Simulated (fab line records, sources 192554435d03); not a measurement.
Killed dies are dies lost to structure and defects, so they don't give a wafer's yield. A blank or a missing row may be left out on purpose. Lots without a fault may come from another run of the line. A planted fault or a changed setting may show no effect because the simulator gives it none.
fab line records | flow n5_finfet
record lots=6 wafers=18 last_day=17
route steps=1938 shown BEOL_M2@916 BEOL_M4@1111 PASSIVATION@1936
lots that met no fault: from a run of the same line without faults
start_h: hours from the record's first day to the start of the lot's first wafer shown | wait_h: hours since the lot's step before | " the same as in the row above | L1.1+2: a row that stands for several wafers | - no value, or no start given | * or withheld: withheld | < > ~ a bound
route shown NAME@n: a module of which the file shows steps, and the number in the route of the first | usual: mean/standard deviation of fault-free wafers | same: alike in all rows | chamber/n: place in a boat | sites: the reading at each site | _std_site: their standard deviation | _edge_site: outer sites' mean less inner sites' | radius_mm: how far each site lies from the wafer's centre | mask NAME#n: copy n | behind: the tool/chamber that last shaped the wafer | hold: why the lot was held/for how many hours/how that ended | device: the transistor (n, p or np) that didn't switch | end of line: the same wafers' tests at the end of the route | a step without rows: its recipe alone | killed: dies lost to structure and defects at the first sort, not the wafer's yield | map: a wafer's dies, x killed, . not, _ none there
set.NAME: the setting as run; set.NAME@STEP: as run at that earlier step | model.NAME: the simulator's own value behind a step, which no gauge read
lots at some steps of the route; a table a step, a row a wafer
services: from which hour (start_h, from the record's first day; less than 0 if before it) a tool's chamber was out of use, for how many hours, and why
## steps
# step N5_BEOL_M2_SPUTTER_92
# recipe material=Cu target_thk_a=45 temp_c=-20 chamber_pressure_pa=0.07 power_w=withheld time_s=8.29
# usual throttle_valve_pct=29.5/0.75
# columns lot.wafer tool chamber start_h wait_h throttle_valve_pct
L775.1 pvd_sputter-01 - 199.93 0.1 30.2
L775.3 " - " " 28.7
L775.5 " - " " 30.1
L777.3 pvd_sputter-02 - 205.15 0.1 29.4
L777.4 " - " " 30.6
L777.6 " - " " 28.0
L784.4 pvd_sputter-03 - 241.23 0.1 30.1
L784.5 " - " " 29.6
L784.6 " - " " 30.1
L785.2 pvd_sputter-03 - 255.12 0.1 29.8
L785.3 " - " " 28.6
L785.5 " - " " 30.2
L791.1 pvd_sputter-02 - 279.90 0.1 30.3
L791.2 " - " " 29.6
L791.4 " - " " 29.9
L790.2 pvd_sputter-01 - 283.35 0.1 28.4
L790.3 " - " " 29.6
L790.4 " - " " 29.7
# step N5_BEOL_M2_ANNEAL_93
# recipe temp_c=400 time_s=240 ambient=vacuum
# step N5_BEOL_M2_SPUTTER_94
# recipe material=Cu target_thk_a=45 temp_c=-20 chamber_pressure_pa=0.07 power_w=withheld time_s=8.29
# usual throttle_valve_pct=29.5/0.73
# columns lot.wafer tool chamber start_h wait_h throttle_valve_pct
L775.1 pvd_sputter-01 - 200.15 0.1 30.8
L775.3 " - " " 28.3
L775.5 " - " " 29.8
L777.3 pvd_sputter-02 - 205.37 0.1 29.7
L777.4 " - " " 30.4
L777.6 " - " " 28.2
L784.4 pvd_sputter-03 - 241.45 0.1 30.1
L784.5 " - " " 29.8
L784.6 " - " " 30.1
L785.2 pvd_sputter-03 - 255.34 0.1 29.8
L785.3 " - " " 28.8
L785.5 " - " " 30.4
L791.1 pvd_sputter-02 - 280.12 0.1 30.3
L791.2 " - " " 29.2
L791.4 " - " " 29.6
L790.2 pvd_sputter-01 - 283.57 0.1 28.7
L790.3 " - " " 29.7
L790.4 " - " " 29.7
# step N5_BEOL_M2_ANNEAL_95
# recipe temp_c=400 time_s=240 ambient=vacuum
# step N5_BEOL_M2_SPUTTER_96
# recipe material=Cu target_thk_a=45 temp_c=-20 chamber_pressure_pa=0.07 power_w=withheld time_s=8.29
# usual throttle_valve_pct=29.5/0.77
# columns lot.wafer tool chamber start_h wait_h throttle_valve_pct
L775.1 pvd_sputter-01 - 200.37 0.1 31.0
L775.3 " - " " 28.6
L775.5 " - " " 30.1
L777.3 pvd_sputter-02 - 205.59 0.1 29.7
L777.4 " - " " 30.3
L777.6 " - " " 27.8
L784.4 pvd_sputter-03 - 241.67 0.1 30.0
L784.5 " - " " 29.9
L784.6 " - " " 30.1
L785.2 pvd_sputter-03 - 255.56 0.1 29.8
L785.3 " - " " 28.3
L785.5 " - " " 30.2
L791.1 pvd_sputter-02 - 280.34 0.1 30.6
L791.2 " - " " 29.3
L791.4 " - " " 29.9
L790.2 pvd_sputter-01 - 283.79 0.1 28.3
L790.3 " - " " 30.0
L790.4 " - " " 29.9
# step N5_BEOL_M2_ECD_50
# recipe material=Cu target_thk_a=3000
# step N5_BEOL_M2_ANNEAL_51
# recipe temp_c=225 time_s=90 ambient=N2
# usual wafer_temp_C_max=226.07/0.29
# columns lot.wafer tool chamber start_h wait_h wafer_temp_C_max
L775.1 rtp_anneal-02 0 200.57 0.1 225.99
L775.3 " 0 " " 226.51
L775.5 " 0 " " 226.03
L777.3 rtp_anneal-02 0 205.87 0.1 226.00
L777.4 " 0 " " 226.10
L777.6 " 0 " " 226.55
L784.4 rtp_anneal-01 0 242.00 0.2 225.74
L784.5 " 0 " " 226.09
L784.6 " 0 " " 225.86
L785.2 rtp_anneal-02 0 255.80 0.1 226.75
L785.3 " 0 " " 226.06
L785.5 " 0 " " 226.32
L791.1 rtp_anneal-02 0 280.53 0.1 225.95
L791.2 " 0 " " 226.03
L791.4 " 0 " " 226.37
L790.2 rtp_anneal-02 0 284.03 0.1 225.95
L790.3 " 0 " " 226.33
L790.4 " 0 " " 225.84
# step N5_BEOL_M2_CMP_52
# recipe stop_on=SiOC t_overpolish_s=6.8 down_force_psi=1 platen_rpm=50 clearing_platen_down_force_psi=1.5 clearing_platen_rpm=50 post_cmp_clean=cu_alkaline target_thk_nm=40 clearing_platen_pad_velocity_m_s=0.99484 pad_velocity_m_s=0.99484
# step N5_BEOL_M2_THK_MEAS_53
# recipe thk_meas_gauge=xrf reads=Cu_of_BEOL_M2_ECD_50
# usual M2_THK=40.4/1.3
# columns lot.wafer tool chamber start_h wait_h M2_THK[nm]
L775.1 film_metro-01 - 201.16 - 41.0
L775.3 " - " " 41.7
L775.5 " - " " 41.7
L777.3 film_metro-01 - 206.38 - 42.1
L777.4 " - " " 39.9
L777.6 " - " " 38.8
L784.4 film_metro-01 - 242.46 - 39.3
L784.5 " - " " 37.7
L784.6 " - " " 41.8
L785.2 film_metro-01 - 256.35 - 41.7
L785.3 " - " " 41.9
L785.5 " - " " 41.5
L791.1 film_metro-01 - 281.13 - 40.8
L791.2 " - " " 40.0
L791.4 " - " " 39.6
L790.2 film_metro-01 - 284.63 - 40.8
L790.3 " - " " 40.1
L790.4 " - " " 41.5
# step N5_BEOL_M2_PRE_CLEAN_60
# recipe gas=NH3/H2 time_s=15 temp_c=* rf_power_w=300
# step N5_BEOL_M2_CO_CAP_55
# recipe material=Co target_thk_a=20 temp_c=200 precursor=CCTBA/H2 pressure_torr=30 time_s=102.1
# usual heater_power_w=237/27
# columns lot.wafer tool chamber start_h wait_h heater_power_w
L775.1 cvd_co-02 2 201.24 0.0 241
L775.3 " 1 " " 230
L775.5 " 2 " " 246
L777.3 cvd_co-02 0 206.45 0.0 215
L777.4 " 0 " " 212
L777.6 " 1 " " 222
L784.4 cvd_co-01 0 242.57 0.0 260
L784.5 " 1 " " 298
L784.6 " 2 " " 210
L785.2 cvd_co-01 2 256.42 0.0 216
L785.3 " 0 " " 258
L785.5 " 0 " " 258
L791.1 cvd_co-01 2 281.20 0.0 210
L791.2 " 0 " " 252
L791.4 " 1 " " 298
L790.2 cvd_co-02 0 284.71 0.0 213
L790.3 " 1 " " 225
L790.4 " 0 " " 210
# step N5_BEOL_M2_PRE_CLEAN_56
# recipe gas=NH3 time_s=15 temp_c=withheld rf_power_w=300
# step N5_BEOL_M2_DEP_57
# recipe material=SiCN target_thk_a=80 temp_c=withheld precursor=3MS/NH3 pressure_torr=3 rf_w=202 time_s=14
# usual chamber_pressure_Torr=3.000/0.0067 rf_fwd_power_W=199.6/0.86 showerhead_plenum_p_Torr=3.666/0.016 showerhead_vpp_V=870/48 throttle_valve_pct=9.1/0.64
# columns lot.wafer tool chamber start_h wait_h chamber_pressure_Torr rf_fwd_power_W showerhead_plenum_p_Torr showerhead_vpp_V throttle_valve_pct
L775.1 pecvd-01 1 201.37 0.0 3.000 199.7 3.665 843 9.3
L775.3 " 0 " " 3.004 198.5 3.696 771 9.1
L775.5 " 0 " " 2.998 199.0 3.689 775 9.4
L777.3 pecvd-01 1 206.57 0.0 3.009 199.8 3.661 848 9.8
L777.4 " 0 " " 3.005 198.8 3.688 785 9.5
L777.6 " 2 " " 2.996 200.8 3.672 914 8.4
L784.4 pecvd-03 2 242.67 0.0 - - - - -
L784.5 " 0 " " - - - - -
L784.6 " 1 " " - - - - -
L785.2 pecvd-01 1 256.54 0.0 - - - - -
L785.3 " 0 " " - - - - -
L785.5 " 2 " " - - - - -
L791.1 pecvd-04 0 281.32 0.0 3.002 198.6 3.620 938 9.3
L791.2 " 1 " " 3.005 198.6 3.663 864 9.1
L791.4 " 0 " " 3.000 199.5 3.625 941 9.3
L790.2 pecvd-03 2 284.82 0.0 2.999 200.0 3.665 904 7.8
L790.3 " 1 " " 3.005 199.9 3.665 918 9.1
L790.4 " 0 " " 3.007 200.8 3.676 902 10.0
# step N5_BEOL_M4_RC_MEAS_101
# usual DIBL_N=36.3/1.2 DIBL_P=36.3/1.4 IOFF_N=0.157/0.02 IOFF_P=0.22/0.033 ION_N=675/9.6 ION_P=465/8.2 SS_N=71.4/0.45 SS_P=73.3/0.54 VT_N=249.8/2.5 VT_P=-249/3.2
# columns lot.wafer tool chamber start_h wait_h DIBL_N[mV/V] DIBL_P[mV/V] IOFF_N[nA/um] IOFF_P[nA/um] ION_N[uA/um] ION_P[uA/um] SS_N[mV/dec] SS_P[mV/dec] VT_N[mV] VT_P[mV]
L775.1 prober-02 0 231.35 0.0 36.4 36.1 0.146 0.20 672 464 71.4 73.2 250.4 -252
L775.3 " 0 " " 36.2 36.4 0.148 0.20 671 460 72.2 73.5 251.3 -251
L775.5 " 0 " " 35.3 35.2 0.132 0.19 666 464 71.2 72.3 252.5 -252
L777.3 prober-02 0 234.80 0.3 36.7 36.4 0.158 0.19 680 459 71.3 73.7 247.9 -250
L777.4 " 0 " " 36.7 35.6 0.156 0.19 676 457 71.0 73.4 248.9 -249
L777.6 " 0 " " 38.6 38.6 0.194 0.23 673 459 72.3 73.2 244.4 -249
L790.2 prober-02 0 309.13 0.2 37.2 37.4 0.182 0.25 679 463 71.3 73.4 245.6 -245
L790.3 " 0 " " 35.6 35.7 0.150 0.21 669 466 70.6 73.3 248.5 -246
L790.4 " 0 " " 37.5 37.6 0.181 0.25 678 466 71.4 73.6 247.2 -247
L791.1 prober-02 0 315.03 0.0 35.3 34.1 0.138 0.21 673 469 70.9 74.0 251.2 -247
L791.2 " 0 " " 36.9 36.3 0.167 0.25 680 475 71.6 73.2 248.0 -246
L791.4 " 0 " " 37.5 36.9 0.182 0.25 687 470 71.6 74.2 248.5 -246
# step N5_PASSIVATION_PROBE_49
# usual defect_limited_yield=91.1/1.4 killed_at_M0_to_M3=33/10 killed_at_M4_up=15/5.8 killed_at_contacts=13/5.9 killed_at_front_end=39/11 killed_at_other=4/3.6 killed_dies=105/16 killed_on_rim=13/3.7 killed_open=68/11 killed_short=34/7.8 sort_bin_5_function=5.2/0.88 sort_bin_6_memory=3.3/0.61 sort_n_pass=1075/16 sort_yield_pct=91.1/1.4
# same gross_dies=1180 killed_at_back_side=0 sort_bin_4_leakage[%]=0 sort_bin_8_speed[%]=0
# columns lot.wafer tool chamber start_h wait_h defect_limited_yield[%] killed_at_M0_to_M3 killed_at_M4_up killed_at_contacts killed_at_front_end killed_at_other killed_dies killed_on_rim killed_open killed_short sort_bin_5_function[%] sort_bin_6_memory[%] sort_n_pass sort_yield_pct[%]
L775.1 prober-01 - 340.65 0.0 90.0 27 15 27 44 5 118 16 83 34 6.7 2.9 1062 90.0
L775.5 prober-01 - 340.85 0.2 90.3 30 17 20 40 7 114 13 75 38 5.8 3.3 1066 90.3
L784.4 prober-02 - 375.82 0.2 0 1108 8 13 44 7 1180 152 54 40 96.7 3.0 0 0
L784.5 prober-02 - 375.87 0.2 0 1069 28 19 51 13 1180 152 109 36 94.4 5.2 0 0
L784.6 prober-02 - 375.92 0.3 0 1099 7 8 59 7 1180 152 77 38 96.1 3.5 0 0
L785.2 prober-02 - 385.75 0.1 0 1112 13 24 30 1 1180 152 62 38 96.8 3.0 0 0
L785.3 prober-02 - 385.80 0.1 0 1092 14 21 52 1 1180 152 80 40 95.9 4.1 0 0
L785.5 prober-02 - 385.90 0.2 0 1122 17 15 26 0 1180 152 67 36 96.5 3.3 0 0
# killed by level:class
L775.1 MOL_CONTACT_COAG:geometric_particle:open=20 FIN_SAQP:geometric_particle:open=16 STI_FIN_REVEAL:geometric_particle:open=8 FIN_SAQP:geometric_particle:short=7 BEOL_M5:geometric_particle:open=7 MOL_CONTACT_COAG:geometric_particle:short=7 BEOL_M0_SAQP:geometric_particle:open=6 BEOL_M3:geometric_particle:open=5
L775.5 MOL_CONTACT_COAG:geometric_particle:open=13 FIN_SAQP:geometric_particle:open=9 BEOL_M1:geometric_particle:open=9 BEOL_M2:geometric_particle:open=7 MOL_CONTACT_COAG:geometric_particle:short=6 FIN_SAQP:geometric_particle:short=5 DUMMY_GATE:geometric_particle:open=5 BEOL_M5:geometric_particle:short=5
L784.4 BEOL_M2:area_dep=1086 FIN_SAQP:geometric_particle:open=11 MOL_CONTACT_COAG:geometric_particle:open=11 FIN_SAQP:geometric_particle:short=9 BEOL_M2:geometric_particle:open=7 STI_FIN_REVEAL:geometric_particle:open=6 GATE_CUT:geometric_particle:short=6 BEOL_M3:geometric_particle:open=5
L784.5 BEOL_M2:area_dep=1034 FIN_SAQP:geometric_particle:open=21 MOL_CONTACT_COAG:geometric_particle:open=16 BEOL_M4:geometric_particle:open=15 STI_FIN_REVEAL:geometric_particle:open=10 BEOL_M3:geometric_particle:open=10 FIN_SAQP:geometric_particle:short=9 BEOL_M0_SAQP:geometric_particle:open=8
L784.6 BEOL_M2:area_dep=1062 FIN_SAQP:geometric_particle:open=18 BEOL_M2:geometric_particle:open=17 FIN_SAQP:geometric_particle:short=11 STI_FIN_REVEAL:geometric_particle:open=8 MOL_CONTACT_COAG:geometric_particle:open=7 STARTING-WAFER:geometric_particle:open=6 BEOL_M2:geometric_particle:short=4
L785.2 BEOL_M2:area_dep=1079 MOL_CONTACT_COAG:geometric_particle:open=22 BEOL_M0_SAQP:geometric_particle:short=9 GATE_CUT:geometric_particle:short=8 BEOL_M0_SAQP:geometric_particle:open=6 BEOL_M1:geometric_particle:open=6 BEOL_M2:geometric_particle:open=6 STARTING-WAFER:geometric_particle:short=5
L785.3 BEOL_M2:area_dep=1057 MOL_CONTACT_COAG:geometric_particle:open=19 DUMMY_GATE:geometric_particle:open=11 BEOL_M0_SAQP:geometric_particle:short=9 STI_FIN_REVEAL:geometric_particle:open=8 SPACER0:geometric_particle:open=6 GATE_CUT:geometric_particle:short=6 BEOL_M1:geometric_particle:open=5
L785.5 BEOL_M2:area_dep=1077 BEOL_M0_SAQP:geometric_particle:short=15 MOL_CONTACT_COAG:geometric_particle:open=15 BEOL_M0_SAQP:geometric_particle:open=10 BEOL_M2:geometric_particle:open=9 STI_FIN_REVEAL:geometric_particle:open=8 GATE_CUT:geometric_particle:short=4 BEOL_M8:geometric_particle:open=4
# map L784.4 (x killed, . not)
_________________xxxxxxxxxxxx________________
______________xxxxxxxxxxxxxxxxxx_____________
___________xxxxxxxxxxxxxxxxxxxxxxxx__________
__________xxxxxxxxxxxxxxxxxxxxxxxxxx_________
________xxxxxxxxxxxxxxxxxxxxxxxxxxxxxx_______
_______xxxxxxxxxxxxxxxxxxxxxxxxxxxxxxxx______
______xxxxxxxxxxxxxxxxxxxxxxxxxxxxxxxxxx_____
_____xxxxxxxxxxxxxxxxxxxxxxxxxxxxxxxxxxxx____
____xxxxxxxxxxxxxxxxxxxxxxxxxxxxxxxxxxxxxx___
___xxxxxxxxxxxxxxxxxxxxxxxxxxxxxxxxxxxxxxxx__
___xxxxxxxxxxxxxxxxxxxxxxxxxxxxxxxxxxxxxxxx__
__xxxxxxxxxxxxxxxxxxxxxxxxxxxxxxxxxxxxxxxxxx_
__xxxxxxxxxxxxxxxxxxxxxxxxxxxxxxxxxxxxxxxxxx_
_xxxxxxxxxxxxxxxxxxxxxxxxxxxxxxxxxxxxxxxxxxxx
_xxxxxxxxxxxxxxxxxxxxxxxxxxxxxxxxxxxxxxxxxxxx
_xxxxxxxxxxxxxxxxxxxxxxxxxxxxxxxxxxxxxxxxxxxx
_xxxxxxxxxxxxxxxxxxxxxxxxxxxxxxxxxxxxxxxxxxxx
_xxxxxxxxxxxxxxxxxxxxxxxxxxxxxxxxxxxxxxxxxxxx
_xxxxxxxxxxxxxxxxxxxxxxxxxxxxxxxxxxxxxxxxxxxx
_xxxxxxxxxxxxxxxxxxxxxxxxxxxxxxxxxxxxxxxxxxxx
_xxxxxxxxxxxxxxxxxxxxxxxxxxxxxxxxxxxxxxxxxxxx
__xxxxxxxxxxxxxxxxxxxxxxxxxxxxxxxxxxxxxxxxxx_
__xxxxxxxxxxxxxxxxxxxxxxxxxxxxxxxxxxxxxxxxxx_
___xxxxxxxxxxxxxxxxxxxxxxxxxxxxxxxxxxxxxxxx__
___xxxxxxxxxxxxxxxxxxxxxxxxxxxxxxxxxxxxxxxx__
____xxxxxxxxxxxxxxxxxxxxxxxxxxxxxxxxxxxxxx___
_____xxxxxxxxxxxxxxxxxxxxxxxxxxxxxxxxxxxx____
______xxxxxxxxxxxxxxxxxxxxxxxxxxxxxxxxxx_____
_______xxxxxxxxxxxxxxxxxxxxxxxxxxxxxxxx______
________xxxxxxxxxxxxxxxxxxxxxxxxxxxxxx_______
__________xxxxxxxxxxxxxxxxxxxxxxxxxx_________
___________xxxxxxxxxxxxxxxxxxxxxxxx__________
______________xxxxxxxxxxxxxxxxxx_____________
_________________xxxxxxxxxxxx________________
# map L785.2 (x killed, . not)
_________________xxxxxxxxxxxx________________
______________xxxxxxxxxxxxxxxxxx_____________
___________xxxxxxxxxxxxxxxxxxxxxxxx__________
__________xxxxxxxxxxxxxxxxxxxxxxxxxx_________
________xxxxxxxxxxxxxxxxxxxxxxxxxxxxxx_______
_______xxxxxxxxxxxxxxxxxxxxxxxxxxxxxxxx______
______xxxxxxxxxxxxxxxxxxxxxxxxxxxxxxxxxx_____
_____xxxxxxxxxxxxxxxxxxxxxxxxxxxxxxxxxxxx____
____xxxxxxxxxxxxxxxxxxxxxxxxxxxxxxxxxxxxxx___
___xxxxxxxxxxxxxxxxxxxxxxxxxxxxxxxxxxxxxxxx__
___xxxxxxxxxxxxxxxxxxxxxxxxxxxxxxxxxxxxxxxx__
__xxxxxxxxxxxxxxxxxxxxxxxxxxxxxxxxxxxxxxxxxx_
__xxxxxxxxxxxxxxxxxxxxxxxxxxxxxxxxxxxxxxxxxx_
_xxxxxxxxxxxxxxxxxxxxxxxxxxxxxxxxxxxxxxxxxxxx
_xxxxxxxxxxxxxxxxxxxxxxxxxxxxxxxxxxxxxxxxxxxx
_xxxxxxxxxxxxxxxxxxxxxxxxxxxxxxxxxxxxxxxxxxxx
_xxxxxxxxxxxxxxxxxxxxxxxxxxxxxxxxxxxxxxxxxxxx
_xxxxxxxxxxxxxxxxxxxxxxxxxxxxxxxxxxxxxxxxxxxx
_xxxxxxxxxxxxxxxxxxxxxxxxxxxxxxxxxxxxxxxxxxxx
_xxxxxxxxxxxxxxxxxxxxxxxxxxxxxxxxxxxxxxxxxxxx
_xxxxxxxxxxxxxxxxxxxxxxxxxxxxxxxxxxxxxxxxxxxx
__xxxxxxxxxxxxxxxxxxxxxxxxxxxxxxxxxxxxxxxxxx_
__xxxxxxxxxxxxxxxxxxxxxxxxxxxxxxxxxxxxxxxxxx_
___xxxxxxxxxxxxxxxxxxxxxxxxxxxxxxxxxxxxxxxx__
___xxxxxxxxxxxxxxxxxxxxxxxxxxxxxxxxxxxxxxxx__
____xxxxxxxxxxxxxxxxxxxxxxxxxxxxxxxxxxxxxx___
_____xxxxxxxxxxxxxxxxxxxxxxxxxxxxxxxxxxxx____
______xxxxxxxxxxxxxxxxxxxxxxxxxxxxxxxxxx_____
_______xxxxxxxxxxxxxxxxxxxxxxxxxxxxxxxx______
________xxxxxxxxxxxxxxxxxxxxxxxxxxxxxx_______
__________xxxxxxxxxxxxxxxxxxxxxxxxxx_________
___________xxxxxxxxxxxxxxxxxxxxxxxx__________
______________xxxxxxxxxxxxxxxxxx_____________
_________________xxxxxxxxxxxx________________
## services
# columns tool chamber start_h hours kind
cvd_co-01 - 183.83 6.0 pm
pvd_sputter-02 - 185.64 12.6 repair
cvd_co-02 - 187.73 2.7 repair
pecvd-03 2 188.00 18.4 repair
cvd_co-02 - 194.94 4.3 pm
pecvd-04 2 196.43 5.5 scheduled_down
pecvd-01 2 196.46 8.4 repair
pecvd-04 2 202.38 - clean
pecvd-04 2 202.38 - consumable_replace:showerhead
pecvd-04 2 202.38 29.0 scheduled_down
pecvd-04 2 202.38 29.0 vent_cycle
pecvd-03 - 205.57 2.8 pm
pecvd-04 - 229.84 4.3 pm
cvd_co-01 2 234.87 6.3 repair
pecvd-04 - 236.77 3.5 repair
pecvd-04 - 257.15 0.9 repair
pecvd-04 0 267.48 5.5 scheduled_down
pecvd-01 2 275.48 5.5 scheduled_down
pecvd-01 0 280.94 2.1 scheduled_down
## key
first_sign step=N5_BEOL_M2_DEP_57 reading=tool_record direction=missing
effect step=N5_PASSIVATION_PROBE_49 reading=killed_at_M0_to_M3 direction=up sigmas=99+ usual=33 struck=1100
more_kills_born_at N5_BEOL_M2_DEP_57@pecvd-01=3213 N5_BEOL_M2_DEP_57@pecvd-03=3182
met_at N5_BEOL_M2_DEP_57
struck_wafers L784.4,L784.5,L784.6,L785.2,L785.3,L785.5
later_rows_left_out L784.4,L784.5,L784.6,L785.2,L785.3,L785.5
onset_between 206.57 242.67
fault kind=skipped_step_whole tool=pecvd-01,pecvd-03 chamber=- onset_h=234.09 steps=N5_BEOL_M2_DEP_57 scope=struck_lots_only
# later_rows_left_out: the simulator's readings of these wafers behind a module that went badly wrong aren't trusted and aren't shown, but for the sort
